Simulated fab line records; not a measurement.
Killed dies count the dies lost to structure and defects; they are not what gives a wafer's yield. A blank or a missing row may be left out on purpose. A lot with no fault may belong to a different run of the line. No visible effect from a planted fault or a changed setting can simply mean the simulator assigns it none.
Comparing a struck lot with a sound one	flow nand_harc	15 steps out of a route of 1302
Sound: these wafers, L500.2, L500.3, L500.4. Wafers L502.1, L502.4, L502.6 were the ones struck. Last of all comes the cause.
Order at every step that has rows: each side's tool, ch and its chambers, its first start. Under that, the readings that differ: sound wafers	struck wafers	difference of the means	sigmas: that difference in standard deviations of wafers without a fault.
alike: same words and numbers on both sides, and readings whose means sit less than 2 such deviations apart. not compared: any withheld reading, any reading some wafer has no value for, any bound like >300 that may hide the same value, and any number with overlapping values for which the record gives no deviation.
The two part at a step that has a row with sigmas, a row that says differs or no value, or rows on one side only. When numbers do not overlap yet have no deviation, they are printed without sigmas and do not part them. A reading missing from all wafers of one side parts the sides only when that side holds two or more wafers.

first, 4 steps without rows for these wafers: NHARC_HYBRID_BOND_PRECLEAN_01 (cleans in DIW, time 300 s); NHARC_HYBRID_BOND_SRD_02 (time 30 s, dry time 20 s); NHARC_HYBRID_BOND_BOND_03; NHARC_HYBRID_BOND_ANNEAL_04 (time 7200 s).
NHARC_HYBRID_BOND_OVL_MEAS_05:
  sound on overlay-01, day 27 16:44; struck on overlay-01, day 29 02:56
  alike: overlay_x_nm, overlay_y_nm
NHARC_HYBRID_BOND_INSPECT_06: inspects for defects (ir void).
  sound on defect_inspect-02, day 27 16:47; struck on defect_inspect-02, day 29 02:59
  alike: raw_defect_count
NHARC_THIN_TSV_GRIND_00:
  sound on grinder-01 ch 0, day 27 17:08; struck on grinder-01 ch 0, day 29 03:08
  alike: motor_current_A
NHARC_THIN_TSV_CMP_01: polishes.
  sound on cmp-04 ch 0,2,3, day 27 18:09; struck on cmp-01 ch 0,2,3, day 29 04:26
  alike: motor_current_A, slurry_filter_dp_kPa
NHARC_THIN_TSV_THK_MEAS_02: measures by ir.
  sound on film_metro-01, day 27 18:25; struck on film_metro-02, day 29 04:39
  alike: thk_nm
then, 3 steps without rows for these wafers: NHARC_THIN_TSV_SRD_03; NHARC_THIN_TSV_PRECLEAN_41 (cleans in SC1); NHARC_THIN_TSV_SRD_42.
NHARC_THIN_TSV_DEP_43: deposits SiO2, target thk 1328.5 nm.
  sound on pecvd-01 ch 0,1, day 27 18:43; struck on pecvd-03 ch 0,1,2, day 29 04:58
  no value came back on the struck wafers for chamber_pressure_Torr (Torr), flow_sccm (sccm), throttle_valve_pct (%); on the sound wafers chamber_pressure_Torr (Torr) reads 6.493 6.507 6.494
then, 1 step without rows for these wafers: NHARC_THIN_TSV_DEHYDRATE_04 (time 120 s).
NHARC_END_SORT_01:
  sound on prober-02 ch 0, day 28 11:40; struck on prober-02 ch 0, day 29 23:57
reading	sound	struck	difference	sigmas
defect_limited_yield (%)	91.9 90.8 92.2	0 0 0	-92	-37
killed_at_other	1 1 2	598 611 601	+602	+99 or more
killed_dies	55 62 53	677 677 677	+620	+36
  alike: killed_at_array, killed_at_periphery, killed_open, killed_short

WHERE THEY PART
Earliest at NHARC_THIN_TSV_DEP_43; latest, in this record, at NHARC_END_SORT_01.

WHY: the cause the simulator had injected
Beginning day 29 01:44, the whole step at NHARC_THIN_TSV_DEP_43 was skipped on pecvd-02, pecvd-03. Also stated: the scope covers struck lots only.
